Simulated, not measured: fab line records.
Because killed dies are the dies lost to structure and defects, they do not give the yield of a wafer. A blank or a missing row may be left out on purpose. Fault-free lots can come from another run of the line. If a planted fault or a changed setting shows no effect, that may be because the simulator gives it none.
Chamber matching + flow n5_finfet + N5_FIN_CUT_CUT_ETCH_26 on rie_diel-05: 4 sister chambers
The step etches SiNx in CH3F/O2, target depth 39 nm, time 55.7 s. 14 wafers are shown with their chamber, then 7 later ones without.

== WAFERS PAIRED WITH THEIR CHAMBERS ==
| wafer  | chamber | drypump_motor_current_A (A) | throttle_valve_pct (%) | rf_vpp_V (V) |
|--------|---------|-----------------------------|------------------------|--------------|
| L086.1 | 3       | 5.2                         | 16.16                  | 303          |
| L086.4 | 2       | 5.1                         | 16.09                  | 304          |
| L086.5 | 3       | 5.2                         | 16.16                  | 304          |
| L087.1 | 2       | 5.1                         | 16.08                  | 305          |
| L087.4 | 0       | 6.0                         | 16.17                  | 300          |
| L087.5 | 0       | 6.1                         | 16.17                  | 300          |
| L088.1 | 2       | 5.1                         | 16.08                  | 305          |
| L088.3 | 1       | 5.8                         | 16.36                  | 291          |
| L088.6 | 0       | 6.1                         | 16.18                  | 298          |
| L091.2 | 2       | 5.1                         | 16.11                  | 305          |
| L091.3 | 3       | 5.1                         | 16.18                  | 303          |
| L091.5 | 2       | 5.1                         | 16.09                  | 302          |
| L092.2 | 3       | 5.2                         | 16.17                  | 301          |
| L092.4 | 1       | 5.8                         | 16.39                  | 290          |

SIGNATURES (averages over the wafers above)
| reading                 | chamber 0 | chamber 1 | chamber 2 | chamber 3 | scatter within a chamber |
|-------------------------|-----------|-----------|-----------|-----------|--------------------------|
| drypump_motor_current_A | 6.067     | 5.800     | 5.100     | 5.175     | 0.0376                   |
| throttle_valve_pct      | 16.1733   | 16.3750   | 16.0900   | 16.1675   | 0.0118                   |
| rf_vpp_V                | 299.33    | 290.50    | 304.20    | 302.75    | 1.21                     |
Rule: distance of a wafer from a chamber = root of the sum over the readings of ((wafer's reading minus chamber's mean) / reading's scatter) squared. If the next closest chamber is less than 2 further off than the closest, the wafer can't be placed; otherwise it belongs to the closest. The scatter: the root of (the sum of the squares of (reading less its chamber's mean) over the shown wafers, divided by (wafers less chambers)).

== WAFERS WITHOUT THEIR CHAMBER ==
| wafer  | drypump_motor_current_A (A) | throttle_valve_pct (%) | rf_vpp_V (V) |
|--------|-----------------------------|------------------------|--------------|
| L092.5 | 6.0                         | 16.17                  | 300          |
| L094.2 | 5.1                         | 16.12                  | 305          |
| L094.4 | 6.1                         | 16.21                  | 299          |
| L094.6 | 5.2                         | 16.18                  | 304          |
| L096.2 | 5.8                         | 16.41                  | 290          |
| L096.4 | 6.0                         | 16.20                  | 299          |
| L096.6 | 5.1                         | 16.10                  | 305          |

== WHICH CHAMBER EACH ONE RAN IN ==
| wafer  | from the rows above | in truth |
|--------|---------------------|----------|
| L092.5 | 0                   | 0        |
| L094.2 | 2                   | 2        |
| L094.4 | 0                   | 0        |
| L094.6 | 3                   | 3        |
| L096.2 | 1                   | 1        |
| L096.4 | 0                   | 0        |
| L096.6 | 2                   | 2        |
Placed correctly: 7 of 7. Not placeable from these rows: 0. Placed wrongly: 0.
